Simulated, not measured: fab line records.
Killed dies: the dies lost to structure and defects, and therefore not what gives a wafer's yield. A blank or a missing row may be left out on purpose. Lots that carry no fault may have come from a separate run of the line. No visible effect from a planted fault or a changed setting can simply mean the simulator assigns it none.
Problem report in the 8D (eight disciplines) form, filled by code -- flow nand harc -- the parts of the form that need people (team, actions taken, sign-off) are left out

## 1. THE ISSUE
A mean of 31.4 s is read at NHARC_A_WL_FILL_ETCHBACK_26 for run length s, taken on 1 wafer of 1 lot, against 34.5 s (standard deviation 0.33) on wafers free of any fault. That puts it -9.4 standard deviations away from the usual mean.
The step: etches the open film in HBr, target depth 52 nm, time 13.3 s.
First seen on wafer L883.4, day 25 11:42, on rie si-01. The record holds 36 wafers of 12 lots with a number at this step. By rule, "out" or "out of limits" means more than 4 standard deviations away from the usual mean. The other wafers with a number count as sound.

## 2. WHAT IT IS; WHAT IT IS NOT
question,is,is not
which readings at this step,run length s,"drypump motor current A, oes product au, throttle valve pct"
which lots,L883,"L873, L874, L875, L876, L878, L879, L890, L893, L894, L895, L896"
which wafers of those lots,L883.4,"L883.5, L883.6"
read on which tools,rie si-01,"rie si-04, rie si-06"
when,from day 25 11:42,"up to then (20 sound wafers); but 15 sound wafers of L890, L893, L894, L895, L896 came after"

## 3. THE SUSPECTS, EACH WITH WHAT RULES IT OUT
Counting: any tool at a process step up to the reading remains a suspect provided it ran every lot that is out. Sound lots after the first of them don't rule it out here, since some wafers of a struck lot are sound.
- rie diel-06 at NHARC_A_SLIT_STRIP_18 (strips in O2): kept. The lot that is out, L883, ran on it at day 25 06:35; the last sound lot it ran before that was L878, at day 23 10:56. With no start given for some of its lots, NHARC_A_SLIT_STRIP_18 uses the hours and lot order of NHARC_A_WL_FILL_ETCHBACK_17.
- rie metal-02 at NHARC_A_WL_FILL_ETCHBACK_17 (etches the open film in Cl2/BCl3, target depth 4 nm, time 26.7 s): kept. The lot that is out, L883, ran on it at day 25 06:35; the last sound lot it ran before that was L875, at day 22 00:08.
- rie si-01 at NHARC_A_WL_FILL_ETCHBACK_26 (etches the open film in HBr, target depth 52 nm, time 13.3 s): kept. The lot that is out, L883, ran on it at day 25 11:42; the last sound lot it ran before that was L879, at day 24 18:15. On those wafers its own readings are out: run length s.
- rie diel-06, NHARC_A_SLIT_STRIP_18: wafers that are out in chamber 3, sound lot-mates in chambers 0, 1.
- rie si-01, NHARC_A_WL_FILL_ETCHBACK_26: wafers that are out in chamber 0, sound lot-mates in chambers 2, 3.
rie diel-06 at NHARC_A_SLIT_STRIP_18, rie metal-02 at NHARC_A_WL_FILL_ETCHBACK_17 and rie si-01 at NHARC_A_WL_FILL_ETCHBACK_26 are what is left after counting.

## 4. THE CAUSE (what the simulator had put in)
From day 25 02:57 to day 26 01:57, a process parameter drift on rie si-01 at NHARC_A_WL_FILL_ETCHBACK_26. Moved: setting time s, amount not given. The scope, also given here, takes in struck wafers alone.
After counting, 3 suspects remain, this tool included.

## 5. THE EFFECT CHAIN, in route order
Each row: a reading whose mean over the struck wafers that have a number lies more than 3 standard deviations from the usual. Readings are gone through only where the record gives a usual standard deviation; hours: the median, over the lots, of the time from a lot's start at the first step in this table giving one to that lot's start at this step; sigmas: the change measured in usual standard deviations.
hours,step,reading,usual,on struck wafers,change,sigmas
0,NHARC_A_WL_FILL_ETCHBACK_26,run length s,34.5 s,31.4,-3.1,-9.4
Process steps it contains:
- NHARC_A_WL_FILL_ETCHBACK_26: etches the open film in HBr, target depth 52 nm, time 13.3 s.
Later measuring or inspecting steps at which every struck wafer that the step has a row for has a number for every such reading, and none has moved that far: NHARC_A_WL_FILL_INSPECT_15.

## 6. WHAT WOULD HAVE CAUGHT IT SOONER
9 hours passed between the start of the fault at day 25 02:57 and the first reading out of limits in this record, taken at day 25 11:42.
